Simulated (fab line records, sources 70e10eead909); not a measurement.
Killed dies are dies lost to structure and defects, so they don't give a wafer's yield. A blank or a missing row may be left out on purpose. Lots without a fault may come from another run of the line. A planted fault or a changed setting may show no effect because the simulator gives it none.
Which tool did it? | flow nand_harc | 24 lots, 72 wafers sampled, at 5 steps of a route of 1302

WHAT THE GAUGES READ, wafer by wafer
NHARC_P_M0_OVL_MEAS_10: pitch 180 nm.
lot  | measured     | on         | overlay_x_nm (nm) | overlay_y_nm (nm)
L074 | day 6 04:08  | overlay-01 | -1.4 -1.0 -1.0    | 0.4 0.2 0.3
L075 | day 6 15:07  | overlay-01 | 0.4 -0.1 -0.3     | -0.3 0.0 -0.3
L076 | day 6 17:35  | overlay-02 | 1.0 0.2 0.7       | 0.0 -0.4 -0.2
L077 | day 7 15:26  | overlay-01 | -0.2 0.1 0.8      | 0.3 -0.3 0.1
L078 | day 7 17:13  | overlay-01 | -0.8 -0.7 -0.4    | 0.0 -0.6 -0.6
L079 | day 8 04:44  | overlay-01 | 0.2 -0.4 -0.2     | 0.3 0.5 0.3
L080 | day 8 09:58  | overlay-01 | -0.7 -0.5 -0.7    | 0.4 0.5 0.4
L081 | day 9 01:49  | overlay-01 | 0.2 0.0 -1.0      | 0.9 0.4 1.1
L082 | day 9 08:59  | overlay-02 | 0.0 0.1 -0.1      | 1.0 1.1 0.6
L084 | day 10 01:50 | overlay-01 | 1.8 1.4 1.6       | -1.1 -1.5 -1.7
L083 | day 10 02:40 | overlay-01 | -0.1 0.0 0.0      | 0.0 -0.8 -0.9
L085 | day 10 13:35 | overlay-01 | -0.9 -0.3 -0.6    | -0.4 0.3 -0.2
L086 | day 10 23:53 | overlay-02 | -1.0 -1.4 -1.0    | -0.4 0.1 -0.3
L089 | day 12 06:08 | overlay-02 | 1.5 1.7 1.3       | 0.0 -1.1 -0.7
L087 | day 12 03:25 | overlay-02 | 0.2 0.1 0.4       | 0.5 0.3 0.6
L088 | day 12 04:29 | overlay-01 | -0.2 0.2 0.0      | 0.9 0.2 1.0
L090 | day 12 16:51 | overlay-01 | -0.2 0.2 -0.4     | -1.0 -0.9 -0.5
L091 | day 13 05:11 | overlay-01 | -0.1 0.1 0.1      | 0.3 -0.1 0.5
L092 | day 13 10:10 | overlay-01 | -0.1 0.0 0.0      | 0.5 0.1 0.7
L093 | day 13 20:56 | overlay-01 | -1.1 -0.7 -0.4    | -0.5 0.4 0.7
L094 | day 14 02:01 | overlay-01 | -1.1 -0.3 -1.0    | -0.2 0.0 -0.6
L095 | day 14 20:31 | overlay-01 | -1.1 -1.1 -0.8    | 0.6 0.8 0.5
L096 | day 15 04:07 | overlay-02 | -0.8 -1.0 -1.0    | 0.3 -0.1 0.5
L097 | day 15 13:04 | overlay-01 | 0.1 0.4 -0.1      | -0.9 -0.7 -0.7

WHICH TOOL RAN EACH LOT (tool, then ch and the chambers of the sampled wafers, then the start)
lot  | NHARC_P_GATE_DEP_103            | NHARC_P_GATE_HM_OPEN_105                      | NHARC_P_GATE_ETCH_32             | NHARC_P_CONTACT_ETCH_18
L074 | pecvd-03 ch 0,1,2, day 5 03:14  | rie_diel-01 ch 0,1,2, day 5 04:28 or earlier  | rie_si-05 ch 0,1,3, day 5 04:28  | rie_diel-04 ch 2,3, day 6 04:08 or earlier
L075 | pecvd-01 ch 0,2, day 5 13:40    | rie_diel-02 ch 1,2,3, day 5 15:08 or earlier  | rie_si-02 ch 1,3, day 5 15:08    | rie_diel-04 ch 0,1, day 6 15:07 or earlier
L076 | pecvd-04 ch 1,2, day 5 16:02    | rie_diel-09 ch 0,2,3, day 5 17:12 or earlier  | rie_si-05 ch 2,3, day 5 17:12    | rie_diel-05 ch 1,2,3, day 6 17:35 or earlier
L077 | pecvd-04 ch 0,1,2, day 6 12:02  | rie_diel-09 ch 1,2,3, day 6 13:23 or earlier  | rie_si-03 ch 0,1,2, day 6 13:23  | rie_diel-05 ch 0,1,3, day 7 15:26 or earlier
L078 | pecvd-04 ch 1,2, day 6 16:25    | rie_diel-02 ch 0,2,3, day 6 17:36 or earlier  | rie_si-05 ch 0,1,3, day 6 17:36  | rie_diel-04 ch 1,3, day 7 17:13 or earlier
L079 | pecvd-04 ch 0,1,2, day 7 00:55  | rie_diel-02 ch 0,1,3, day 7 02:53 or earlier  | rie_si-05 ch 0,1, day 7 02:53    | rie_diel-06 ch 0,3, day 8 04:44 or earlier
L080 | pecvd-04 ch 0,1,2, day 7 09:04  | rie_diel-02 ch 1,2, day 7 10:22 or earlier    | rie_si-03 ch 0,1, day 7 10:22    | rie_diel-05 ch 0,2,3, day 8 09:58 or earlier
L081 | pecvd-04 ch 1,2, day 8 00:44    | rie_diel-01 ch 0,2,3, day 8 02:02 or earlier  | rie_si-03 ch 1,2,3, day 8 02:02  | rie_diel-06 ch 0,3, day 9 01:49 or earlier
L082 | pecvd-01 ch 0,1, day 8 08:12    | rie_diel-02 ch 0,2,3, day 8 09:34 or earlier  | rie_si-02 ch 1,2,3, day 8 09:34  | rie_diel-06 ch 0,1, day 9 08:59 or earlier
L084 | pecvd-04 ch 0,1,2, day 9 00:38  | rie_diel-02 ch 0,2, day 9 01:57 or earlier    | rie_si-02 ch 0,2,3, day 9 01:57  | rie_diel-04 ch 2,3, day 10 01:50 or earlier
L083 | pecvd-04 ch 0,1, day 9 01:16    | rie_diel-01 ch 0,3, day 9 02:46 or earlier    | rie_si-05 ch 0,1,2, day 9 02:46  | rie_diel-06 ch 0,1,3, day 10 02:40 or earlier
L085 | pecvd-01 ch 0,1, day 9 12:55    | rie_diel-09 ch 0,1,2, day 9 14:06 or earlier  | rie_si-02 ch 0,1, day 9 14:06    | rie_diel-05 ch 0,2, day 10 13:35 or earlier
L086 | pecvd-04 ch 0,1,2, day 9 22:29  | rie_diel-09 ch 2,3, day 9 23:36 or earlier    | rie_si-05 ch 0,1, day 9 23:36    | rie_diel-04 ch 1,2,3, day 10 23:53 or earlier
L089 | pecvd-04 ch 0,2, day 11 02:28   | rie_diel-02 ch 0,1,2, day 11 03:46 or earlier | rie_si-02 ch 0,1,3, day 11 03:46 | rie_diel-06 ch 0,1,3, day 12 06:08 or earlier
L087 | pecvd-01 ch 0,1,2, day 11 02:52 | rie_diel-01 ch 0,1,2, day 11 04:10 or earlier | rie_si-05 ch 0,2, day 11 04:10   | rie_diel-05 ch 0,1,3, day 12 03:25 or earlier
L088 | pecvd-01 ch 0,1, day 11 03:04   | rie_diel-02 ch 2,3, day 11 04:27 or earlier   | rie_si-03 ch 1,3, day 11 04:27   | rie_diel-06 ch 1,2,3, day 12 04:29 or earlier
L090 | pecvd-04 ch 0,1,2, day 11 16:00 | rie_diel-02 ch 0,1, day 11 17:16 or earlier   | rie_si-05 ch 2,3, day 11 17:16   | rie_diel-05 ch 2,3, day 12 16:51 or earlier
L091 | pecvd-01 ch 1,2, day 12 04:13   | rie_diel-02 ch 1,2,3, day 12 05:27 or earlier | rie_si-03 ch 1,2,3, day 12 05:27 | rie_diel-04 ch 0,1,2, day 13 05:11 or earlier
L092 | pecvd-03 ch 0,1,2, day 12 09:01 | rie_diel-01 ch 2,3, day 12 10:10 or earlier   | rie_si-03 ch 0,1, day 12 10:10   | rie_diel-06 ch 0,2,3, day 13 10:10 or earlier
L093 | pecvd-04 ch 1,2, day 12 19:52   | rie_diel-09 ch 1,2,3, day 12 21:13 or earlier | rie_si-05 ch 0,1, day 12 21:13   | rie_diel-04 ch 0,1,3, day 13 20:56 or earlier
L094 | pecvd-04 ch 0,2, day 13 01:08   | rie_diel-01 ch 1,3, day 13 02:28 or earlier   | rie_si-05 ch 2,3, day 13 02:28   | rie_diel-04 ch 0,1,2, day 14 02:01 or earlier
L095 | pecvd-01 ch 0,1,2, day 13 19:22 | rie_diel-09 ch 0,1,3, day 13 20:42 or earlier | rie_si-03 ch 0,2,3, day 13 20:42 | rie_diel-06 ch 2,3, day 14 20:31 or earlier
L096 | pecvd-04 ch 0,2, day 14 03:24   | rie_diel-02 ch 0,1,2, day 14 04:43 or earlier | rie_si-05 ch 0,3, day 14 04:43   | rie_diel-04 ch 1,2,3, day 15 04:07 or earlier
L097 | pecvd-03 ch 0,1,2, day 14 12:04 | rie_diel-01 ch 0,2,3, day 14 13:25 or earlier | rie_si-03 ch 0,2, day 14 13:25   | rie_diel-06 ch 1,2, day 15 13:04 or earlier
- NHARC_P_GATE_DEP_103: deposits SiON, target thk 30 nm.
- NHARC_P_GATE_HM_OPEN_105: chemistry O2/COS, target depth 360 nm.
- NHARC_P_GATE_ETCH_32: etches the open film in HBr/Cl2, target depth 150 nm, time 100.1 s.
- NHARC_P_CONTACT_ETCH_18: etches the open film in C4F8/O2/Ar, target depth 481 nm, time 240.5 s.

WHAT THE TOOLS THEMSELVES READ (means of the sampled wafers that have a number; where no wafer has one, the mark that the record gives instead)
NHARC_P_GATE_DEP_103.
lot  | tool     | heater_power_outer_w (W) | heater_power_w (W)
L074 | pecvd-03 | 438                      | 754
L075 | pecvd-01 | 504                      | 834
L076 | pecvd-04 | 557                      | 976
L077 | pecvd-04 | 516                      | 894
L078 | pecvd-04 | 453                      | 843
L079 | pecvd-04 | 493                      | 856
L080 | pecvd-04 | 493                      | 829
L081 | pecvd-04 | 465                      | 831
L082 | pecvd-01 | 454                      | 763
L084 | pecvd-04 | 522                      | 890
L083 | pecvd-04 | 492                      | 789
L085 | pecvd-01 | 474                      | 762
L086 | pecvd-04 | 470                      | 813
L089 | pecvd-04 | 506                      | 848
L087 | pecvd-01 | 499                      | 836
L088 | pecvd-01 | 467                      | 776
L090 | pecvd-04 | 507                      | 869
L091 | pecvd-01 | 501                      | 831
L092 | pecvd-03 | 442                      | 763
L093 | pecvd-04 | 552                      | 988
L094 | pecvd-04 | 492                      | 829
L095 | pecvd-01 | 473                      | 789
L096 | pecvd-04 | 484                      | 866
L097 | pecvd-03 | 440                      | 771

NHARC_P_GATE_HM_OPEN_105.
lot  | tool        | drypump_motor_current_A (A) | oes_product_au (a.u.) | rf_vpp_V (V) | showerhead_plenum_p_Torr (Torr) | throttle_valve_pct (%)
L074 | rie_diel-01 | 5.8                         | 1.004                 | 466.9        | 3.10                            | 28.337
L075 | rie_diel-02 | 5.7                         | 1.003                 | 465.9        | 3.07                            | 28.325
L076 | rie_diel-09 | 6.0                         | 0.998                 | 464.3        | 2.99                            | 28.333
L077 | rie_diel-09 | 6.2                         | 1.000                 | 465.6        | 3.05                            | 28.322
L078 | rie_diel-02 | 5.4                         | 1.003                 | 466.2        | 3.08                            | 28.340
L079 | rie_diel-02 | 5.7                         | 1.005                 | 467.4        | 3.12                            | 28.332
L080 | rie_diel-02 | 5.7                         | 0.989                 | 463.2        | 2.95                            | 28.327
L081 | rie_diel-01 | 5.7                         | 1.003                 | 468.0        | 3.15                            | 28.332
L082 | rie_diel-02 | 5.4                         | 1.000                 | 466.5        | 3.08                            | 28.325
L084 | rie_diel-02 | 5.4                         | 0.994                 | 464.0        | 2.95                            | 28.334
L083 | rie_diel-01 | 6.2                         | 0.995                 | 469.6        | 3.18                            | 28.324
L085 | rie_diel-09 | 6.0                         | 1.000                 | 468.1        | 3.10                            | 28.330
L086 | rie_diel-09 | 6.2                         | 1.009                 | 463.2        | 2.93                            | 28.336
L089 | rie_diel-02 | 5.7                         | 1.001                 | 465.0        | 2.99                            | 28.326
L087 | rie_diel-01 | 5.8                         | 1.001                 | 466.4        | 3.10                            | 28.330
L088 | rie_diel-02 | 5.3                         | 1.000                 | 467.0        | 3.15                            | 28.329
L090 | rie_diel-02 | 6.0                         | 1.004                 | 465.4        | 3.03                            | 28.332
L091 | rie_diel-02 | 5.7                         | 1.001                 | 466.7        | 3.07                            | 28.325
L092 | rie_diel-01 | 5.2                         | 1.003                 | 466.9        | 3.11                            | 28.329
L093 | rie_diel-09 | 6.2                         | 1.004                 | 465.5        | 3.05                            | 28.335
L094 | rie_diel-01 | 6.0                         | 0.998                 | 466.0        | 3.06                            | 28.331
L095 | rie_diel-09 | 6.0                         | 0.996                 | 465.3        | 3.10                            | 28.325
L096 | rie_diel-02 | 5.7                         | 0.999                 | 464.4        | 2.99                            | 28.335
L097 | rie_diel-01 | 5.7                         | 1.004                 | 467.5        | 3.14                            | 28.321

NHARC_P_GATE_ETCH_32.
lot  | tool      | drypump_motor_current_A (A) | oes_product_au (a.u.) | throttle_valve_pct (%)
L074 | rie_si-05 | 5.9                         | 1.008                 | 26.403
L075 | rie_si-02 | 5.7                         | 0.987                 | 26.407
L076 | rie_si-05 | 5.6                         | 1.000                 | 26.402
L077 | rie_si-03 | 5.4                         | 1.003                 | 26.403
L078 | rie_si-05 | 5.9                         | 1.009                 | 26.407
L079 | rie_si-05 | 5.9                         | 1.007                 | 26.405
L080 | rie_si-03 | 5.3                         | 1.022                 | 26.409
L081 | rie_si-03 | 5.8                         | 1.005                 | 26.412
L082 | rie_si-02 | 5.6                         | 0.984                 | 26.400
L084 | rie_si-02 | 5.5                         | 0.995                 | 26.402
L083 | rie_si-05 | 5.9                         | 1.004                 | 26.405
L085 | rie_si-02 | 5.3                         | 0.999                 | 26.405
L086 | rie_si-05 | 6.1                         | 1.010                 | 26.395
L089 | rie_si-02 | 5.6                         | 0.993                 | 26.400
L087 | rie_si-05 | 5.9                         | 0.998                 | 26.406
L088 | rie_si-03 | 6.0                         | 1.002                 | 26.403
L090 | rie_si-05 | 5.7                         | 0.987                 | 26.401
L091 | rie_si-03 | 5.8                         | 1.010                 | 26.406
L092 | rie_si-03 | 5.3                         | 1.003                 | 26.404
L093 | rie_si-05 | 5.9                         | 0.997                 | 26.398
L094 | rie_si-05 | 5.6                         | 0.992                 | 26.410
L095 | rie_si-03 | 5.6                         | 1.017                 | 26.412
L096 | rie_si-05 | 5.9                         | 0.990                 | 26.405
L097 | rie_si-03 | 5.2                         | 1.008                 | 26.415

NHARC_P_CONTACT_ETCH_18.
lot  | tool        | oes_product_au (a.u.) | rf_vpp_V (V)
L074 | rie_diel-04 | 0.969                 | 987
L075 | rie_diel-04 | 0.976                 | 985
L076 | rie_diel-05 | 0.968                 | 983
L077 | rie_diel-05 | 0.970                 | 983
L078 | rie_diel-04 | 0.932                 | 984
L079 | rie_diel-06 | 0.976                 | 974
L080 | rie_diel-05 | 0.955                 | 985
L081 | rie_diel-06 | 0.948                 | 978
L082 | rie_diel-06 | 0.975                 | 974
L084 | rie_diel-04 | 0.924                 | 985
L083 | rie_diel-06 | 0.932                 | 976
L085 | rie_diel-05 | 0.951                 | 984
L086 | rie_diel-04 | 0.926                 | 986
L089 | rie_diel-06 | 0.971                 | 976
L087 | rie_diel-05 | 0.914                 | 982
L088 | rie_diel-06 | 0.948                 | 980
L090 | rie_diel-05 | 0.953                 | 985
L091 | rie_diel-04 | 0.971                 | 986
L092 | rie_diel-06 | 0.966                 | 978
L093 | rie_diel-04 | 0.971                 | 985
L094 | rie_diel-04 | 0.940                 | 986
L095 | rie_diel-06 | 0.981                 | 982
L096 | rie_diel-04 | 0.927                 | 985
L097 | rie_diel-06 | 0.934                 | 977

THE ANSWER, worked out from the rows above alone
Rule: what is usual is taken from the lots themselves. Put in order of their means at a reading, lots are off if they are a third of the lots or fewer, leave a main group of 4 or more, and stand apart from it by a gap of 3 or more times the standard deviation of the main group's means; of several such gaps the widest counts. A main group whose means are all the same, to the digits that the tables above print for the reading, isn't used. A lot without any number at a reading at which 4 lots or more have one is off too. The other lots that the step has rows for count as sound. The gauges are gone through in route order, then the tools' own readings, and for those a lot's mean is taken as printed above. The first step at which some lot is off is used, and at that step the reading that is off furthest; a lot without a number counts as furthest.
No lot is off at any reading shown: from this, nothing can be told.

WHAT THE SIMULATOR HAD PUT IN
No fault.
